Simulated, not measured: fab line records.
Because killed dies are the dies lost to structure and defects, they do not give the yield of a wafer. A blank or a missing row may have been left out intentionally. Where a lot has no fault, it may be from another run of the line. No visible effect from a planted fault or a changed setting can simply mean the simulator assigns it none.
fab line records + flow n5-finfet
record
- lots=4
- wafers=12
- last-day=17
route steps=1938 shown BEOL_M9@1413 PASSIVATION@1936
lots untouched by any fault: they come from a run of this same line in which no faults occurred
start-h: the number of hours between the record's first day and the start of the first shown wafer of the lot + wait-h: how many hours have passed since the lot's step before this one + " identical to the entry in the row above + L1.1+2: one row covering several wafers at once + - no value, or no start given + * or withheld: withheld + < > ~ a bound
route shown NAME@n: a module of which the file shows steps, and the number in the route of the first + usual: mean/standard deviation taken from wafers without a fault + same: alike in all rows + chamber/n: place in a boat + sites: the reading at each site + _std_site: their standard deviation + _edge_site: outer sites' mean less inner sites' + radius-mm: for every site, how far away it sits from the centre of the wafer + mask NAME#n: copy n + behind: the most recent tool/chamber to have shaped the wafer + hold: the reason the lot was held/the length of the hold in hours/how it ended + device: which transistor (n, p or np) failed to switch + end of line: the tests these same wafers got at the end of their route + where a step has no rows: the recipe by itself + killed: count of dies lost to structure and defects at first sort (not the wafer's yield) + map: a wafer's dies, marking killed ones x, the rest . and places with no die _
set.NAME: setting as actually run; set.NAME@STEP: the setting as run at that earlier step + model.NAME: the simulator's own value behind a step, which no gauge read
a table for each step, a row for each wafer; lots at some steps of the route
services: the hour from which a tool's chamber was out of use, counted from the record's first day as start-h (under 0 if before that day), plus the number of hours and why
## steps
# step N5_BEOL_M9_DEVELOP_10
# recipe
- develop-time-s=30
- developer=TMAH
- resist=CAR-ArF
- rinse-liquid=diw
- dry=air-spin
- dev-temp-c=23
# step N5_BEOL_M9_DESCUM_16
# recipe
- chemistry=O2
- time-s=7.9
- source-power-w=50
- bias-power-w=20
- pressure-mtorr=20
- rf-frequency-hz=2.712e+07
- temp-c=40
- resist=CAR-ArF
- o2-flow-sccm=225
# step N5_BEOL_M9_ETCH_61
# recipe
- chemistry=CF4
- target=SiARC
- target-depth-a=390
- mask-material=CAR-ArF
- time-s=65
- ion-energy-ev=80
- pressure-mtorr=40
- source-w=545
- bias-w=36
- Ar_flow_sccm=100
- cf4-flow-sccm=100
- ends=cleared
# step N5_BEOL_M9_ETCH_62
# recipe
- chemistry=N2/H2
- target=SOC
- target-depth-a=1100
- overetch-a=220
- mask-material=SiARC
- temp-c=40
- time-s=165
- ion-energy-ev=200
- pressure-mtorr=30
- source-w=840
- bias-w=150
- n2-flow-sccm=200
- h2-flow-sccm=200
# step N5_BEOL_M9_STRIP_68
# recipe
- chemistry=N2/H2
- temp-c=40
- n2-flow-sccm=200
- h2-flow-sccm=200
- rf-frequency-hz=6e+07
# step N5_BEOL_M9_STRIP_67
# recipe
- chemistry=CF4
- resist=SiARC
- power-w=300
- bias-power-w=75
- pressure-mtorr=50
- cf4-flow-sccm=150
- rf-frequency-hz=6e+07
# step N5_BEOL_M9_HM_OPEN_17
# recipe
- chemistry=Cl2/BCl3
- target-depth-a=200
- overetch-a=60
- target=TiN
- mask-material=SOC
- ion-energy-ev=150
- pressure-mtorr=10
- icp-w=1000
- bias-w=126
- Cl2_flow_sccm=53.25
- bcl3-flow-sccm=21.75
- Ar_flow_sccm=25
# step N5_BEOL_M9_STRIP_19
# recipe
- chemistry=O2
- power-w=400
- temp-c=40
- pressure-mtorr=30
- rf-frequency-hz=6e+07
- bias-power-w=0
- overash-fraction=0.2
- o2-flow-sccm=225
# step N5_BEOL_M9_COAT_63
# recipe
- resist=SOC
- temp-c=250
- time-s=60
- spin-rpm=1500
- resist-thk-nm=60
# usual
- spin-speed-rpm=1500.0/0.99
# same
- time-s=60
| lot.wafer | tool           | chamber | start-h | wait-h | spin-speed-rpm | model.SOC_of_BEOL_M9_COAT_63.thk-nm |
|-----------|----------------|---------|---------|--------|----------------|-------------------------------------|
| L172.1    | litho-track-03 | 0       | 252.68  | 0.0    | 1499.7         | 60.2                                |
| L172.3    | "              | 0       | "       | "      | 1499.8         | 60.4                                |
| L172.4    | "              | 0       | "       | "      | 1501.2         | 60.2                                |
| L178.1    | litho-track-02 | 0       | 281.31  | 0.0    | 1499.5         | 60                                  |
| L178.2    | "              | 0       | "       | "      | 1499.9         | 59.8                                |
| L178.6    | "              | 0       | "       | "      | 1498.9         | 60                                  |
| L187.4    | litho-track-02 | 0       | 324.60  | 2.2    | 1170.5         | 67.4                                |
| L187.5    | "              | 0       | "       | "      | 1171.9         | 67.6                                |
| L187.6    | "              | 0       | "       | "      | 1171.3         | 67.6                                |
| L188.2    | litho-track-02 | 0       | 339.41  | 0.0    | 1171.8         | 67.8                                |
| L188.5    | "              | 0       | "       | "      | 1172.0         | 67.6                                |
| L188.6    | "              | 0       | "       | "      | 1171.8         | 67.6                                |
# step N5_BEOL_M9_COAT_64
# recipe
- resist=SiARC
- temp-c=220
- time-s=60
- spin-rpm=1500
- resist-thk-nm=12
# step N5_BEOL_M9_COAT_75
# recipe
- resist=underlayer
- temp-c=205
- time-s=60
- spin-rpm=1500
- resist-thk-nm=5
# step N5_BEOL_M9_COAT_22
# recipe
- resist=CAR-EUV
- spin-rpm=1500
- resist-thk-nm=30
# step N5_BEOL_M9_EBR_24
# recipe
- solvent=PGMEA
- ebr-width-mm=1.5
# step N5_BEOL_M9_SOFTBAKE_23
# recipe
- temp-c=110
- time-s=60
- resist=CAR-EUV
# step N5_BEOL_M9_EXPOSE_25
# recipe
- mask-id=V8
- na=0.33
- source-shape=annular
- sigma-inner=0.4
- sigma-outer=0.8
- polarization=unpolarized
- dose-mj=37.25
# step N5_BEOL_M9_PEB_26
# recipe
- peb-temp-c=100
- peb-time-s=60
- resist=CAR-EUV
# step N5_BEOL_M9_DEVELOP_27
# recipe
- develop-time-s=30
- developer=TMAH
- resist=CAR-EUV
- rinse-liquid=surfactant-rinse
- dry=air-spin
- dev-temp-c=23
# step N5_BEOL_M9_DESCUM_33
# recipe
- chemistry=O2
- time-s=7
- source-power-w=50
- bias-power-w=20
- pressure-mtorr=20
- rf-frequency-hz=2.712e+07
- temp-c=40
- resist=CAR-EUV
- o2-flow-sccm=225
# step N5_BEOL_M9_ETCH_76
# recipe
- chemistry=N2/H2
- target=underlayer
- target-depth-a=65
- mask-material=CAR-EUV
- time-s=5.2
- ion-energy-ev=200
- pressure-mtorr=30
- source-w=840
- bias-w=150
- n2-flow-sccm=200
- h2-flow-sccm=200
- ends=cleared
# step N5_BEOL_M9_ETCH_65
# recipe
- chemistry=CF4
- target=SiARC
- target-depth-a=156
- mask-material=CAR-EUV
- time-s=26
- ion-energy-ev=80
- pressure-mtorr=40
- source-w=545
- bias-w=36
- Ar_flow_sccm=100
- cf4-flow-sccm=100
- ends=cleared
# step N5_BEOL_M9_ETCH_66
# recipe
- chemistry=N2/H2
- target=SOC
- target-depth-a=800
- overetch-a=160
- mask-material=SiARC
- temp-c=40
- time-s=120
- ion-energy-ev=200
- pressure-mtorr=30
- source-w=840
- bias-w=150
- n2-flow-sccm=200
- h2-flow-sccm=200
# usual
- drypump-motor-current-A=5.7/0.43
- oes-product-au=0.61/0.051
- rf-vpp-V=524.4/2.9
- showerhead-plenum-p-Torr=2.56/0.1
- throttle-valve-pct=17.85/0.22
# same
- time-s=120
| lot.wafer | tool        | chamber | start-h | wait-h | drypump-motor-current-A | oes-product-au | rf-hours-counter-h | rf-vpp-V | showerhead-plenum-p-Torr | throttle-valve-pct | model.etch.depth-nm |
|-----------|-------------|---------|---------|--------|-------------------------|----------------|--------------------|----------|--------------------------|--------------------|---------------------|
| L172.1    | rie-diel-04 | 1       | 253.15  | 0.0    | 5.4                     | 0.62           | 73                 | 521.8    | 2.47                     | 18.21              | 60.21               |
| L172.3    | "           | 0       | "       | "      | 6.2                     | 0.56           | 198                | 524.3    | 2.53                     | 17.75              | 60.32               |
| L172.4    | "           | 2       | "       | "      | 4.7                     | 0.55           | 202                | 525.7    | 2.63                     | 17.67              | 60.23               |
| L178.1    | rie-diel-05 | 0       | 281.95  | 0.0    | 6.3                     | 0.63           | 82                 | 521.0    | 2.47                     | 18.14              | 59.93               |
| L178.2    | "           | 2       | "       | "      | 5.4                     | 0.62           | 103                | 527.6    | 2.67                     | 17.87              | 59.9                |
| L178.6    | "           | 3       | "       | "      | 5.4                     | 0.74           | -                  | 522.8    | 2.50                     | 17.37              | 59.94               |
| L187.4    | rie-diel-03 | 3       | 325.52  | 0.0    | 6.1                     | 0.69           | 66                 | 525.9    | 2.69                     | 18.05              | 67.38               |
| L187.5    | "           | 1       | "       | "      | 6.0                     | 0.57           | -                  | 520.3    | 2.39                     | 17.88              | 67.57               |
| L187.6    | "           | 0       | "       | "      | 5.4                     | 0.59           | -                  | 523.2    | 2.52                     | 18.00              | 67.55               |
| L188.2    | rie-diel-03 | 2       | 340.49  | 0.0    | 6.1                     | 0.65           | 119                | 524.7    | 2.56                     | 17.63              | 67.9                |
| L188.5    | "           | 3       | "       | "      | 6.0                     | 0.68           | -                  | 528.2    | 2.69                     | 18.07              | 67.57               |
| L188.6    | "           | 2       | "       | "      | 6.2                     | 0.65           | -                  | 522.3    | 2.56                     | 17.64              | 67.64               |
# step N5_BEOL_M9_STRIP_69
# recipe
- chemistry=N2/H2
- temp-c=40
- n2-flow-sccm=200
- h2-flow-sccm=200
- rf-frequency-hz=6e+07
# step N5_BEOL_M9_STRIP_77
# recipe
- chemistry=N2/H2
- temp-c=40
- n2-flow-sccm=200
- h2-flow-sccm=200
- rf-frequency-hz=6e+07
# step N5_BEOL_M9_VIA_ETCH_34
# recipe
- chemistry=C4F6/O2
- target=SiCOH_lowk
- target-depth-a=1824
- mask-material=SOC
- taper-deg=4
- time-s=68.4
- ion-energy-ev=250
- pressure-mtorr=30
- source-w=345
- bias-w=185
- Ar_flow_sccm=300
- C4F6_flow_sccm=10
- O2_flow_sccm=10
# usual
- drypump-motor-current-A=5.7/0.43
- oes-product-au=0.80/0.07
- rf-vpp-V=662/6.3
- showerhead-plenum-p-Torr=2.87/0.11
- throttle-valve-pct=20.91/0.21
# same
- time-s=68.4
| lot.wafer | tool        | chamber | start-h | wait-h | drypump-motor-current-A | oes-product-au | rf-hours-counter-h | rf-vpp-V | showerhead-plenum-p-Torr | throttle-valve-pct | model.SOC_of_BEOL_M9_COAT_63.thk-nm |
|-----------|-------------|---------|---------|--------|-------------------------|----------------|--------------------|----------|--------------------------|--------------------|-------------------------------------|
| L172.1    | rie-diel-04 | 1       | 253.25  | 0.0    | 5.4                     | 0.83           | 73                 | 650      | 2.77                     | 21.29              | 51.2                                |
| L172.3    | "           | 0       | "       | "      | 6.3                     | 0.71           | 198                | 661      | 2.82                     | 20.81              | 51.4                                |
| L172.4    | "           | 2       | "       | "      | 4.8                     | 0.71           | 203                | 661      | 2.94                     | 20.74              | 51.4                                |
| L178.1    | rie-diel-05 | 0       | 282.06  | 0.0    | 6.3                     | 0.82           | 82                 | 665      | 2.77                     | 21.20              | 50.8                                |
| L178.2    | "           | 2       | "       | "      | 5.5                     | 0.81           | 103                | 670      | 2.97                     | 20.80              | 51                                  |
| L178.6    | "           | 3       | "       | "      | 5.3                     | 0.97           | -                  | 659      | 2.81                     | 20.52              | 51                                  |
| L187.4    | rie-diel-03 | 3       | 325.62  | 0.0    | 6.1                     | 0.86           | 66                 | 665      | 3.01                     | 21.11              | 58.2                                |
| L187.5    | "           | 1       | "       | "      | 6.0                     | 0.69           | -                  | 649      | 2.70                     | 20.97              | 58.6                                |
| L187.6    | "           | 0       | "       | "      | 5.4                     | 0.72           | -                  | 667      | 2.83                     | 21.15              | 58.6                                |
| L188.2    | rie-diel-03 | 2       | 340.59  | 0.0    | 6.2                     | 0.78           | 119                | 667      | 2.86                     | 20.74              | 59                                  |
| L188.5    | "           | 3       | "       | "      | 6.0                     | 0.84           | -                  | 664      | 3.01                     | 21.12              | 58.4                                |
| L188.6    | "           | 2       | "       | "      | 6.2                     | 0.78           | -                  | 665      | 2.86                     | 20.74              | 58.8                                |
# step N5_BEOL_M9_STRIP_73
# recipe
- chemistry=C4F6/O2
- resist=SiARC
- rf-frequency-hz=6e+07
# step N5_PASSIVATION_PROBE_49
# usual
- defect-limited-yield=91.2/1.4
- killed_at_M0_to_M3=34/9.4
- killed_at_M4_up=13/5.8
- killed-at-contacts=13/6.4
- killed-at-front-end=41/11
- killed-at-other=3.1/2.3
- killed-dies=103/16
- killed-on-rim=13/3.4
- killed-open=69/12
- killed-short=33/7.8
- sort_bin_5_function=5.1/0.91
- sort_bin_6_memory=3.3/0.63
- sort-n-pass=1077/16
- sort-yield-pct=91.2/1.4
# same
- gross-dies=1180
- killed-at-back-side=0
- sort_bin_4_leakage[%]=0
- sort_bin_8_speed[%]=0
| lot.wafer | tool      | chamber | start-h | wait-h | defect-limited-yield[%] | killed_at_M0_to_M3 | killed_at_M4_up | killed-at-contacts | killed-at-front-end | killed-at-other | killed-dies | killed-on-rim | killed-open | killed-short | sort_bin_5_function[%] | sort_bin_6_memory[%] | sort-n-pass | sort-yield-pct[%] |
|-----------|-----------|---------|---------|--------|-------------------------|--------------------|-----------------|--------------------|---------------------|-----------------|-------------|---------------|-------------|--------------|------------------------|----------------------|-------------|-------------------|
| L178.1    | prober-02 | -       | 342.81  | 0.0    | 92.4                    | 37                 | 7               | 6                  | 35                  | 5               | 90          | 10            | 53          | 37           | 4.1                    | 3.3                  | 1090        | 92.4              |
| L178.2    | prober-02 | -       | 342.86  | 0.1    | 90.7                    | 38                 | 11              | 16                 | 39                  | 6               | 110         | 22            | 71          | 39           | 5.4                    | 3.6                  | 1070        | 90.7              |
| L178.6    | prober-02 | -       | 343.06  | 0.3    | 91.2                    | 36                 | 26              | 11                 | 31                  | 0               | 104         | 13            | 81          | 21           | 5.2                    | 3.5                  | 1076        | 91.2              |
# killed by level:class
L178.1 BEOL_M0_SAQP:geometric-particle:short=13 BEOL_M2:geometric-particle:open=8 STI_FIN_REVEAL:geometric-particle:open=7 STARTING-WAFER:geometric-particle:short=7 MOL_CONTACT_COAG:geometric-particle:open=6 DUMMY_GATE:geometric-particle:open=5 BEOL_M0:geometric-particle:open=5 GATE_CUT:geometric-particle:short=4
L178.2 MOL_CONTACT_COAG:geometric-particle:open=13 BEOL_M0_SAQP:geometric-particle:open=11 STI_FIN_REVEAL:geometric-particle:open=10 BEOL_M0_SAQP:geometric-particle:short=10 BEOL_M2:geometric-particle:open=7 DUMMY_GATE:geometric-particle:open=5 BEOL_M2:geometric-particle:short=5 BEOL_M4:geometric-particle:open=5
L178.6 BEOL_M4:geometric-particle:open=13 BEOL_M2:geometric-particle:open=11 STI_FIN_REVEAL:geometric-particle:open=8 MOL_CONTACT_COAG:geometric-particle:open=8 BEOL_M0_SAQP:geometric-particle:open=6 BEOL_M0_SAQP:geometric-particle:short=6 FIN_SAQP:geometric-particle:open=5 GATE_CUT:geometric-particle:open=5
## services
| tool        | chamber | start-h | hours | kind                          |
|-------------|---------|---------|-------|-------------------------------|
| rie-diel-05 | 3       | 242.10  | -     | clean                         |
| rie-diel-05 | 3       | 242.10  | -     | consumable-replace:focus-ring |
| rie-diel-05 | 3       | 242.10  | 27.1  | scheduled-down                |
| rie-diel-05 | 3       | 242.10  | 27.1  | vent-cycle                    |
| rie-diel-05 | 1       | 245.40  | 1.7   | repair                        |
| rie-diel-04 | 2       | 270.32  | 2.7   | repair                        |
| rie-diel-04 | 2       | 293.38  | 3.7   | repair                        |
## key
first-sign
- step=N5_BEOL_M9_COAT_63
- reading=spin-speed-rpm
- direction=down
- sigmas=99+
- usual=*
- struck=*
effect none on later readings
model-effect
- step=N5_BEOL_M9_COAT_63
- value=SOC_of_BEOL_M9_COAT_63.thk-nm
- without=59.8
- struck=67.6
model-effect
- step=N5_BEOL_M9_ETCH_66
- value=etch.depth-nm
- without=59.75
- struck=67.6
model-effect
- step=N5_BEOL_M9_VIA_ETCH_34
- value=SOC_of_BEOL_M9_COAT_63.thk-nm
- without=50.8
- struck=58.6
met-at N5_BEOL_M9_COAT_63
struck-wafers L187.4,L187.5,L187.6,L188.2,L188.5,L188.6
onset-between 281.31 324.60
fault
- kind=process-parameter-drift
- tool=litho-track-02
- chamber=-
- onset-h=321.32
- steps=N5_BEOL_M9_COAT_63
- channel=spin-rpm
- offset=*
- shape=step
- end-h=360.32
- acts-in=*
- stated=*
